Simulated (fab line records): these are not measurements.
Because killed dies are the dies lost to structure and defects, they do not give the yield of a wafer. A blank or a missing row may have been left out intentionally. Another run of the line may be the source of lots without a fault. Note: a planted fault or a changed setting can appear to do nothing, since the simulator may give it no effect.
The tool behind it: which one? + flow n5Finfet + 11 lots, 33 wafers sampled, at 2 steps of a route of 1938

WHAT THE GAUGES SHOWED, per wafer
N5_BEOL_M15_RS_MEAS_54: measures by four-point-probe.
| lot  | measured     | on           | M15_RS (ohm/sq)      |
|------|--------------|--------------|----------------------|
| L845 | day 12 07:07 | filmMetro-02 | 0.0214 0.0215 0.0217 |
| L846 | day 12 11:52 | filmMetro-01 | 0.0210 0.0212 0.0212 |
| L847 | day 12 19:28 | filmMetro-02 | 0.0214 0.0214 0.0218 |
| L848 | day 13 21:40 | filmMetro-02 | 0.0211 0.0214 0.0218 |
| L849 | day 13 23:05 | filmMetro-02 | 0.0219 0.0214 0.0219 |
| L859 | day 16 07:11 | filmMetro-02 | 0.0213 0.0217 0.0216 |
| L861 | day 16 18:33 | filmMetro-02 | 0.0217 0.0217 0.0215 |
| L862 | day 17 10:02 | filmMetro-01 | 0.0211 0.0218 0.0219 |
| L863 | day 17 22:09 | filmMetro-02 | 0.0219 0.0218 0.0213 |
| L866 | day 17 22:50 | filmMetro-02 | 0.0212 0.0213 0.0216 |
| L868 | day 19 01:29 | filmMetro-02 | 0.0220 0.0214 0.0207 |

EACH LOT AND THE TOOL THAT RAN IT (in order: tool; ch and the chambers of the sampled wafers; start)
| lot  | N5_BEOL_M15_STRIP_37                         |
|------|----------------------------------------------|
| L845 | rieDiel-01 ch 0,1,3, day 12 07:07 or earlier |
| L846 | rieDiel-01 ch 0,3, day 12 11:52 or earlier   |
| L847 | rieDiel-01 ch 1,2, day 12 19:28 or earlier   |
| L848 | rieDiel-03 ch 0,1,3, day 13 21:40 or earlier |
| L849 | rieDiel-03 ch 0,2,3, day 13 23:05 or earlier |
| L859 | rieDiel-06 ch 0,1, day 16 07:11 or earlier   |
| L861 | rieDiel-06 ch 0,1, day 16 18:33 or earlier   |
| L862 | rieDiel-03 ch 0,1,3, day 17 10:02 or earlier |
| L863 | rieDiel-06 ch 1,2,3, day 17 22:09 or earlier |
| L866 | rieDiel-01 ch 2,3, day 17 22:50 or earlier   |
| L868 | rieDiel-01 ch 1,2,3, day 19 01:29 or earlier |
- N5_BEOL_M15_STRIP_37: strips in O2.

THE ANSWER, worked out from the rows above alone
Rule: usual is defined by the lots themselves. Put in order of their means at a reading, lots are off if they are a third of the lots or fewer, leave a main group of 4 or more, and stand apart from it by a gap of 3 or more times the standard deviation of the main group's means; of several such gaps the widest counts. A main group whose means are all the same, to the digits that the tables above print for the reading, isn't used. A lot without any number at a reading at which 4 lots or more have one is off too. All remaining lots with rows at the step are treated as sound.
No lot is off at any reading shown: from this, nothing can be told.

WHAT THE SIMULATOR HAD PUT IN
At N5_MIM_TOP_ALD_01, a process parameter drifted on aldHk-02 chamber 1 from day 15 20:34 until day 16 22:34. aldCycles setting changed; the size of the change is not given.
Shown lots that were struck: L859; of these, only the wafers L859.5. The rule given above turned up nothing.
